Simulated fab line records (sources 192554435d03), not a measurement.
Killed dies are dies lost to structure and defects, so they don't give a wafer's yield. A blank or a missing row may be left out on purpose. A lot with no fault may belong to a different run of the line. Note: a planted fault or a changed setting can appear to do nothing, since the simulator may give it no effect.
Lot-split experiment | flow n5 finfet | route with 1938 steps; 7 lots, 21 wafers read

== SPLIT DETAILS ==
At N5_PASSIVATION_PASS_ETCH_74 (etches SiNx in CF4/O2, target depth 220 nm, time 110 s), the setting source w was moved away from the recipe's 535 W on 5 of the 21 wafers read, by -9.9% to +8.2%. For the rest of the wafers, this setting stayed at what the recipe calls for.

The split's own step is where the reading is taken.

== THE READING ==
rf vpp V, in V, at N5_PASSIVATION_PASS_ETCH_74 (etches SiNx in CF4/O2, target depth 220 nm, time 110 s). Typical for fault-free wafers on this fab line: 241 V, with standard deviation 3.7 V.

wafer  | tool, chamber at the split | source w as run, W | against the recipe | rf vpp V, V | against lot-mates on the recipe
L080.1 | rie diel-06, 0             | 535                | recipe             | 239         | -
L080.2 | rie diel-06, 3             | 578.8              | +8.2%              | 227         | -14
L080.4 | rie diel-06, 1             | 535                | recipe             | 244         | -
L079.2 | rie diel-06, 2             | 535                | recipe             | 240         | -
L079.3 | rie diel-06, 1             | 535                | recipe             | 243         | -
L079.4 | rie diel-06, 3             | 559.7              | +4.6%              | 233         | -8
L085.2 | rie diel-01, 2             | 535                | recipe             | 242         | -
L085.4 | rie diel-01, 2             | 535                | recipe             | 241         | -
L085.6 | rie diel-01, 2             | 535                | recipe             | 241         | -
L094.2 | rie diel-01, 1             | 535                | recipe             | 242         | -
L094.5 | rie diel-01, 2             | 535                | recipe             | 240         | -
L094.6 | rie diel-01, 1             | 535                | recipe             | 243         | -
L093.2 | rie diel-04, 0             | 535                | recipe             | 247         | -
L093.3 | rie diel-04, 2             | 535                | recipe             | 233         | -
L093.4 | rie diel-04, 1             | 495.7              | -7.3%              | 255         | +15
L095.2 | rie diel-06, 3             | 482.2              | -9.9%              | 253         | +15
L095.4 | rie diel-06, 1             | 482.2              | -9.9%              | 258         | +20
L095.5 | rie diel-06, 0             | 535                | recipe             | 238         | -
L097.1 | rie diel-04, 1             | 535                | recipe             | 244         | -
L097.3 | rie diel-04, 3             | 535                | recipe             | 240         | -
L097.6 | rie diel-04, 1             | 535                | recipe             | 244         | -

FIT RESULTS
A straight line over all 21 wafers: rf vpp V changes by -1.6 V for each +1% of source w; r = -0.91; the points scatter about the line by 3 V.
The same after taking each lot's own level away (the mean of its wafers on the recipe; 21 wafers): -1.82 V for each +1%; r = -0.94; scatter 2.8 V.
On that fit, the largest move of source w shifts the reading by 18 V.
Measured against the standard deviation above, the lots' own levels, which go from 238.0 to 242.7 V, span 1.3 times it.
In other words, the slope is changed by the lot-to-lot level; the two fits disagree.
Check: for one of the wafers moved furthest among these (-9.9%), held out of the fit, the line's prediction against its lot-mates is +19.3 V. It came out at +15 V against them.
Tool readings at the split's step, against how far the setting was moved: rf vpp V r = -0.91.

== THE FILE'S OWN FIT ==
rf vpp V changes by -1.8 V for each +1% of source w, r = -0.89.
